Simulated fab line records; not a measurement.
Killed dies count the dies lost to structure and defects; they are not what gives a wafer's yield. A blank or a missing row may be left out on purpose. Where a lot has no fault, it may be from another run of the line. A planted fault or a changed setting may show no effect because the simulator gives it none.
Which tool is to blame? :: flow n5 finfet :: 27 wafers from 10 lots sampled at 2 of the route's 1938 steps

== WHAT EACH GAUGE READ, for each wafer ==
N5_BEOL_M2_CD_MEAS_35: target cd 18 nm, target cd y 22.2 nm.
lot: L535
measured: day 9 14:37
on: cd sem-01
cd nm (nm): 17.5 18.1 17.3

lot: L544
measured: day 11 16:44
on: cd sem-03
cd nm (nm): 17.7 18.2 18.2

lot: L539
measured: day 11 18:14
on: cd sem-03
cd nm (nm): 18.1 18.2 18.1

lot: L534
measured: day 11 18:17
on: cd sem-01
cd nm (nm): 17.7 17.9 17.8

lot: L541
measured: day 12 19:14
on: cd sem-03
cd nm (nm): 18.3 18.3 18.5

lot: L545
measured: day 13 09:49
on: cd sem-02
cd nm (nm): 17.8 17.6 18.0

lot: L547
measured: day 13 14:09
on: cd sem-03
cd nm (nm): 17.8 18.1 18.2

lot: L554
measured: day 14 17:17
on: cd sem-01
cd nm (nm): 17.8 18.0

lot: L556
measured: day 15 07:28
on: cd sem-01
cd nm (nm): 18.6 18.4

lot: L557
measured: day 15 15:36
on: cd sem-02
cd nm (nm): 17.7 18.1

== WHICH TOOL RAN EACH LOT (tool, then ch and the chambers of the sampled wafers, then the start) ==
lot: L535
N5_BEOL_M2_ETCH_70: rie diel-02 ch 0,3, day 9 14:07

lot: L544
N5_BEOL_M2_ETCH_70: rie diel-03 ch 0,2,3, day 11 16:13

lot: L539
N5_BEOL_M2_ETCH_70: rie diel-03 ch 0,2,3, day 11 17:43

lot: L534
N5_BEOL_M2_ETCH_70: rie diel-02 ch 0,2, day 11 17:46

lot: L541
N5_BEOL_M2_ETCH_70: rie diel-03 ch 1,2, day 12 18:43

lot: L545
N5_BEOL_M2_ETCH_70: rie diel-02 ch 2,3, day 13 09:18

lot: L547
N5_BEOL_M2_ETCH_70: rie diel-02 ch 0,1, day 13 13:38

lot: L554
N5_BEOL_M2_ETCH_70: rie diel-02 ch 2, day 14 16:46

lot: L556
N5_BEOL_M2_ETCH_70: rie diel-03 ch 1,2, day 15 06:56

lot: L557
N5_BEOL_M2_ETCH_70: rie diel-02 ch 2,3, day 15 15:07
- N5_BEOL_M2_ETCH_70: etches SOC in N2/H2, target depth 80 nm, overetch 24 nm, time 130 s.

== THE ANSWER, worked out from the rows above alone ==
Rule: the usual values come from the lots themselves. Put in order of their means at a reading, lots are off if they are a third of the lots or fewer, leave a main group of 4 or more, and stand apart from it by a gap of 3 or more times the standard deviation of the main group's means; of several such gaps the widest counts. Not used: any main group whose means are identical at the precision the tables above print for the reading. A lot without any number at a reading at which 4 lots or more have one is off too. Where the step has rows for the other lots, those lots are counted as sound.
Across all readings shown, no lot is off: no conclusion can be drawn from this.

== WHAT HAD BEEN PUT IN BY THE SIMULATOR ==
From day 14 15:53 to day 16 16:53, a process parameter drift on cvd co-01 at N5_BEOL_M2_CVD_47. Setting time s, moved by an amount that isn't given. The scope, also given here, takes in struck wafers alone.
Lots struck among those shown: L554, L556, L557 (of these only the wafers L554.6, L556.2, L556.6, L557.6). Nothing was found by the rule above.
